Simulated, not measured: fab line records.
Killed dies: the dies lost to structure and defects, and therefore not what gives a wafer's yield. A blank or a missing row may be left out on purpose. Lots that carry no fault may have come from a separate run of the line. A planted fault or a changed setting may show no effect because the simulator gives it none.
fab line records | flow n5-finfet
record lots=4 wafers=12 last-day=21
route steps=1938 shown SD_EPI_P@309 SD_ACTIVATION@330 ILD0@335 SDB@347 MOL_CONTACT_COAG@538 BEOL_M4@1111
lots that met no fault: from a run of the same line without faults
start-h: hours from the record's opening day to when the first of the lot's shown wafers began | wait-h: how many hours have passed since the lot's step before this one | " as in the row above | L1.1+2: a single row standing in for several wafers | - either no value or no given start | * or withheld: withheld | < > ~ a bound
route shown NAME@n: NAME is a module with steps in the file, n the number in the route of the first one | usual: mean and standard deviation over wafers with no fault | same: alike in all rows | chamber/n: place in a boat | sites: per-site readings | _std_site: standard deviation of those values | _edge_site: outer sites' mean less inner sites' | radius-mm: for every site, how far away it sits from the centre of the wafer | mask NAME#n: copy n | behind: the tool/chamber that last shaped the wafer | hold: cause of the lot's hold/its duration in hours/its outcome | device: names the non-switching transistor (n, p or np) | end of line: the tests these same wafers got at the end of their route | for a step that has no rows: nothing shown but its recipe | killed: not the wafer's yield, but the dies lost to structure and defects at the first sort | map: a wafer's dies, x killed, . not, _ none there
set.NAME: the run value of the setting; set.NAME@STEP: its run value at that earlier step | model.NAME: the simulator's own value behind a step, which no gauge read
a table for each step, a row for each wafer; lots at some steps of the route
services: a tool's chamber out of use, with start hour (start-h, from the record's first day; less than 0 if before it), hours out, and reason
## steps
# step N5_SD_EPI_P_STRIP_38
# recipe chemistry=N2/H2 temp-c=40 n2-flow-sccm=200 h2-flow-sccm=200 rf-frequency-hz=6e+07
# step N5_SD_EPI_P_ETCHBACK_46
# recipe chemistry=CH3F/O2 mode=anisotropic-etchback target=SiNx target-depth-a=175 stop-on=SiO2 over-etch-frac=0.3 ion-energy-ev=120 pressure-mtorr=30 source-w=395 bias-w=73 Ar_flow_sccm=150 CH3F_flow_sccm=30 O2_flow_sccm=20
# step N5_SD_EPI_P_ETCH_47
# recipe chemistry=CH3F/O2 target=SiOCN target-depth-a=250 mask-material=SOC ion-energy-ev=60 bias-w=29 pressure-mtorr=30 source-w=410 Ar_flow_sccm=150 CH3F_flow_sccm=30 O2_flow_sccm=20
# step N5_SD_EPI_P_ETCH_16
# recipe chemistry=CHF3/O2 target=SiO2 target-depth-a=50 mask-material=SOC pressure-mtorr=30 source-w=650 bias-w=170 Ar_flow_sccm=200 CHF3_flow_sccm=50 O2_flow_sccm=5 ion-energy-ev=200
# step N5_SD_EPI_P_STRIP_50
# recipe chemistry=CHF3/O2 resist=SiARC rf-frequency-hz=6e+07
# step N5_SD_EPI_P_SD_RECESS_17
# recipe chemistry=HBr/Cl2/O2 target-depth-a=391 bt-time-s=3 pressure-mtorr=10 icp-w=800 bias-w=112 HBr_flow_sccm=150 Cl2_flow_sccm=80 O2_flow_sccm=12
# step N5_SD_EPI_P_WET_ETCH_45
# recipe chemistry=dHF dilution=withheld time-s=10.7 target=SiO2 target-depth-a=20 temp-c=25 dry=ipa-marangoni rinse-time-s=30 rinse-temp-c=23
# step N5_SD_EPI_P_STRIP_40
# recipe chemistry=N2/H2 power-w=1000 temp-c=250 h2-frac=0.65 overash-fraction=0.3 pressure-mtorr=withheld n2-flow-sccm=1750 h2-flow-sccm=3250
# step N5_SD_EPI_P_PRECLEAN_52
# recipe chemistry=O3/DIW time-s=60 temp-c=22 o3-ppm=10
# step N5_SD_EPI_P_SRD_20
# recipe dry=ipa-marangoni do-ppb=5 time-s=30 temp-c=23 rinse-liquid=diw
# step N5_SD_EPI_P_PRECLEAN_51
# recipe chemistry=NF3:NH3 afs-cycles=1 temp-c=30 time-s=20 sublimation-temp-c=180 sublimation-time-s=60 pressure-torr=3 rf-power-w=30
# step N5_SD_EPI_P_VAPOR_ETCH_44
# recipe chemistry=NF3/Ar target=SiGe30 temp-c=25 time-s=3.3 mode=isotropic
# step N5_SD_EPI_P_EPI_21
# recipe material=SiGe:B dopant=B temp-c=550 pressure-torr=20 ambient=H2 time-s=355
# usual epi-growth-time-s=355/0
# columns lot.wafer tool chamber start-h wait-h epi-growth-time-s model.SiGe-B_of_SD_EPI_P_EPI_21.thk-nm
L375.1 epi-rpcvd-04 0 116.83 0.1 355 61.2
L375.2 " 0 " " 355 60.8
L375.3 " 0 " " 355 60
L382.4 epi-rpcvd-04 0 158.15 1.1 427.93 69
L382.5 " 0 " " 427.93 69.8
L382.6 " 0 " " 355 60.8
L383.3 epi-rpcvd-04 0 163.75 0.8 355 61.6
L383.4 " 0 " " 427.93 69.4
L383.6 " 0 " " 355 62
L387.1 epi-rpcvd-01 0 188.73 0.2 355 59.2
L387.2 " 0 " " 355 60.2
L387.5 " 0 190.65 2.0 355 59.2
# step N5_SD_EPI_P_EPI_MEAS_23
# recipe mode=xrd
# usual thk-nm=61.0/1.3
# columns lot.wafer tool chamber start-h wait-h thk-nm
L375.1 film-metro-02 - 119.03 1.8 62.0
L375.2 " - " " 60.6
L375.3 " - " " 59.5
L382.4 film-metro-01 - 159.28 0.8 68.7
L382.5 " - " " 69.8
L382.6 " - " " 61.8
L383.3 film-metro-02 - 165.23 1.1 61.3
L383.4 " - " " 70.1
L383.6 " - " " 60.5
L387.1 film-metro-02 - 191.65 2.4 60.0
L387.2 " - " " 59.5
L387.5 " - " " 58.4
# step N5_SD_EPI_P_HM_STRIP_48
# recipe chemistry=H3PO4 temp-c=160 material=SiNx target=SiNx target-depth-a=30 overetch-fraction=0.3
# step N5_SD_EPI_P_SRD_49
# recipe dry=ipa-marangoni time-s=30 temp-c=23 rinse-liquid=diw
# step N5_SD_EPI_P_PRECLEAN_24
# recipe chemistry=O3/DIW time-s=45 temp-c=22 o3-ppm=10
# step N5_SD_EPI_P_PRECLEAN_32
# recipe chemistry=dHF time-s=10 dilution=500:1 temp-c=25
# step N5_SD_EPI_P_PRECLEAN_33
# recipe chemistry=SC2 time-s=45 temp-c=35 mix=1:1:50
# step N5_SD_EPI_P_SRD_25
# recipe time-s=30 temp-c=23 rinse-liquid=diw dry=ipa-marangoni
# step N5_SD_ACTIVATION_RTA_00
# recipe temp-c=975 time-s=0 ambient=N2 idle-temp-c=600 ramp-up-c-per-s=150 ramp-down-c-per-s=60 cool-to-c=600
# step N5_SD_ACTIVATION_LSA_01
# recipe temp-c=1080 time-s=0.0008 ambient=N2
# step N5_SD_ACTIVATION_RS_MEAS_03
# recipe thk-meas-gauge=four-point-probe
# usual RS_SD_N=21.86/0.28 RS_SD_P=55.9/0.89
# columns lot.wafer tool chamber start-h wait-h RS_SD_N[ohm/sq] RS_SD_P[ohm/sq]
L375.1 film-metro-02 - 119.63 0.2 22.15 55.1
L375.2 " - " " 22.04 55.5
L375.3 " - " " 22.13 56.9
L382.4 film-metro-01 - 159.94 0.1 21.42 48.9
L382.5 " - " " 21.44 48.4
L382.6 " - " " 21.67 56.2
L383.3 film-metro-01 - 165.90 0.2 21.48 54.2
L383.4 " - " " 21.44 48.2
L383.6 " - " " 21.45 54.6
L387.1 film-metro-01 - 192.26 0.2 21.32 57.7
L387.2 " - " " 21.52 56.7
L387.5 " - " " 21.49 58.2
# step N5_ILD0_LINER_00
# recipe material=SiNx target-thk-a=40 temp-c=400 ald-precursor-family=SiH2I2 ald-co-reactant=N2/H2-plasma pulse-time-s=1 purge-time-s=2 co-reactant-purge-time-s=2 ald-cycles=80 pressure-torr=2
# step N5_ILD0_FCVD_FILL_01
# recipe material=SiO2_flowable target-thk-a=2000 temp-c=100 pressure-torr=0.8 rf-w=2000 time-s=328.3
# step N5_ILD0_CURE_02
# recipe temp-c=450 time-s=1800 ambient=steam idle-temp-c=400 ramp-up-c-per-min=5 ramp-down-c-per-min=3 densification-p-h2o-torr=640
# step N5_ILD0_CMP_03
# recipe stop-on=SiNx t-overpolish-s=1.9 post-cmp-clean=alkaline-brush down-force-psi=4.1491 platen-rpm=51.796 pad-velocity-m-s=1.0306 target-thk-nm=197.38
# step N5_ILD0_CMP_07
# recipe stop-on=poly-Si material=SiO2_flowable t-overpolish-s=1.18 post-cmp-clean=alkaline-brush down-force-psi=4.1491 platen-rpm=51.796 pad-velocity-m-s=1.0306 target-thk-nm=138.88
# step N5_ILD0_PRECLEAN_10
# recipe chemistry=NF3:NH3 afs-cycles=5 time-s=20 temp-c=30 sublimation-temp-c=180 sublimation-time-s=60 pressure-torr=3 rf-power-w=30
# step N5_ILD0_ALD_15
# recipe material=SiNx target-thk-a=240 temp-c=400 ald-precursor-family=SiH2I2 ald-co-reactant=N2/H2-plasma pulse-time-s=1 ald-cycles=480 purge-time-s=2 co-reactant-purge-time-s=2 pressure-torr=2
# step N5_ILD0_CMP_12
# recipe stop-on=poly-Si material=SiNx t-overpolish-s=6 post-cmp-clean=alkaline-brush down-force-psi=2.5 platen-rpm=51.8 pad-velocity-m-s=1.0307 target-thk-nm=17.67
# step N5_SDB_HM_DEP_00
# recipe material=SiNx target-thk-a=400 temp-c=400 precursor=SiH4/NH3/N2 pressure-torr=1.5 rf-w=300 time-s=35.3
# step N5_SDB_COAT_03
# recipe resist=SOC temp-c=250 time-s=60 spin-rpm=1500 resist-thk-nm=100
# step N5_SDB_COAT_04
# recipe resist=SiARC temp-c=220 time-s=60 spin-rpm=1500 resist-thk-nm=18
# step N5_SDB_COAT_05
# recipe resist=CAR-ArF spin-rpm=1500 resist-thk-nm=90
# step N5_MOL_CONTACT_COAG_ETCH_110
# recipe chemistry=CF4/O2 target=Si target-depth-a=25 time-s=8 pressure-mtorr=100 source-w=200 bias-w=12 ion-energy-ev=60 Ar_flow_sccm=100 cf4-flow-sccm=100 O2_flow_sccm=10
# usual drypump-motor-current-A=5.7/0.4 oes_f_703_au=0.77/0.079 oes-product-au=0.77/0.086 rf-vpp-V=127.6/1.6 showerhead-plenum-p-Torr=2.23/0.08 throttle-valve-pct=10.85/0.19
# columns lot.wafer tool chamber start-h wait-h drypump-motor-current-A oes_f_703_au oes-product-au rf-hours-counter-h rf-vpp-V showerhead-plenum-p-Torr throttle-valve-pct model.SiGe-B_of_SD_EPI_P_EPI_21.thk-nm
L375.1 rie-diel-05 2 149.13 0.0 5.7 0.72 0.70 213 125.0 2.29 11.15 58.2
L375.2 " 0 " " 6.3 0.94 0.96 5 131.5 2.27 10.44 58
L375.3 " 1 " " 5.4 0.68 0.67 247 125.5 2.11 11.02 57.2
L382.4 rie-diel-02 1 188.75 0.0 5.8 0.76 0.74 171 126.2 2.30 10.83 65.8
L382.5 " 1 " " 5.8 0.76 0.74 - 127.2 2.30 10.85 66.4
L382.6 " 2 " " 5.7 0.81 0.80 - 130.5 2.32 10.75 57.8
L383.3 rie-diel-04 3 197.75 0.0 5.1 0.69 0.69 244 127.3 2.27 11.11 58.8
L383.4 " 2 " " 5.2 0.70 0.70 219 125.5 2.20 10.99 66
L383.6 " 0 " " 6.1 0.95 0.96 - 129.3 2.36 10.43 59
L387.1 rie-diel-02 3 221.94 0.0 5.7 0.75 0.75 160 127.2 2.13 10.95 56.4
L387.2 " 2 " " 5.7 0.80 0.79 111 130.2 2.32 10.78 57.2
L387.5 " 1 " " 5.7 0.75 0.72 - 126.6 2.30 10.85 56.4
# step N5_BEOL_M4_RC_MEAS_101
# usual DIBL_N=36.3/1.1 DIBL_P=36.3/1.4 IOFF_N=0.155/0.019 IOFF_P=0.211/0.027 ION_N=672/8.5 ION_P=462/5.8 RS_SD_P=65.8/0.98 SS_N=71.5/0.56 SS_P=73.3/0.52 VT_N=249.9/2.5 VT_P=-249.8/2.8
# columns lot.wafer tool chamber start-h wait-h DIBL_N[mV/V] DIBL_P[mV/V] IOFF_N[nA/um] IOFF_P[nA/um] ION_N[uA/um] ION_P[uA/um] RS_SD_P[ohm/sq] SS_N[mV/dec] SS_P[mV/dec] VT_N[mV] VT_P[mV]
L375.1 prober-02 0 322.10 0.0 36.6 36.0 0.145 0.200 665 456 65.7 70.6 73.8 250.4 -251.5
L375.2 " 0 " " 37.0 36.2 0.150 0.203 672 461 65.7 71.5 73.3 250.7 -250.7
L375.3 " 0 " " 38.3 37.2 0.163 0.214 676 461 66.4 71.0 73.1 247.3 -252.3
L382.4 prober-01 0 376.75 0.5 35.4 34.8 0.151 0.211 681 471 57.7 71.3 73.0 250.4 -247.5
L382.5 " 0 " " 36.7 36.3 0.170 0.236 685 472 56.8 71.9 73.4 247.7 -245.7
L382.6 " 0 " " 36.6 36.2 0.169 0.214 684 467 65.1 71.5 73.8 248.6 -247.7
L383.3 prober-02 0 385.66 0.3 37.1 35.5 0.140 0.194 659 458 64.0 71.6 73.0 252.5 -250.8
L383.4 " 0 " " 36.8 34.6 0.135 0.206 673 467 56.9 71.3 73.1 251.9 -249.4
L383.6 " 0 " " 37.7 36.3 0.159 0.218 675 465 64.0 71.8 73.4 251.1 -248.3
L387.1 prober-01 0 400.81 0.0 36.4 35.7 0.167 0.213 677 456 67.4 72.0 73.1 249.3 -249.3
L387.2 " 0 " " 35.8 35.1 0.154 0.208 673 455 66.7 72.6 73.7 249.8 -249.9
L387.5 " 0 " " 35.6 34.6 0.155 0.197 673 460 67.6 72.1 73.2 248.3 -250.5
## services
# columns tool chamber start-h hours kind
rie-diel-05 0 113.99 - clean
rie-diel-05 0 113.99 - consumable-replace:focus-ring
rie-diel-05 0 113.99 24.4 scheduled-down
rie-diel-05 0 113.99 24.4 vent-cycle
rie-diel-05 1 126.71 2.8 repair
epi-rpcvd-04 - 132.34 1.8 repair
rie-diel-05 2 144.20 3.8 repair
rie-diel-04 0 157.01 - clean
rie-diel-04 0 157.01 - consumable-replace:focus-ring
rie-diel-04 0 157.01 - consumable-replace:showerhead
rie-diel-04 0 157.01 20.0 scheduled-down
rie-diel-04 0 157.01 20.0 vent-cycle
rie-diel-05 1 157.39 - clean
rie-diel-05 1 157.39 - consumable-replace:focus-ring
rie-diel-05 1 157.39 - consumable-replace:showerhead
rie-diel-05 - 172.97 2.8 pm
rie-diel-04 3 212.32 - clean
rie-diel-04 3 212.32 - consumable-replace:focus-ring
rie-diel-04 3 212.32 13.7 scheduled-down
rie-diel-04 3 212.32 13.7 vent-cycle
## key
first-sign step=N5_SD_EPI_P_EPI_21 reading=epi-growth-time-s direction=up sigmas=99+ usual=* struck=*
effect step=N5_SD_EPI_P_EPI_MEAS_23 reading=thk-nm direction=up sigmas=6.8 usual=* struck=*
effect step=N5_SD_ACTIVATION_RS_MEAS_03 reading=RS_SD_P direction=down sigmas=8.4 usual=55.9 struck=48.5
effect step=N5_BEOL_M4_RC_MEAS_101 reading=RS_SD_P direction=down sigmas=8.9 usual=65.8 struck=57.1
model-effect step=N5_SD_EPI_P_EPI_21 value=SiGe-B_of_SD_EPI_P_EPI_21.thk-nm without=61.07 struck=69.4
model-effect step=N5_MOL_CONTACT_COAG_ETCH_110 value=SiGe-B_of_SD_EPI_P_EPI_21.thk-nm without=58.2 struck=66.07
met-at N5_SD_EPI_P_EPI_21
struck-wafers L382.4,L382.5,L383.4
onset-between 116.83 158.15
fault kind=process-parameter-drift tool=epi-rpcvd-04 chamber=- onset-h=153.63 steps=N5_SD_EPI_P_EPI_21 channel=epi-growth-time-s offset=* shape=step end-h=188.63 scope=struck-wafers-only acts-in=* stated=*
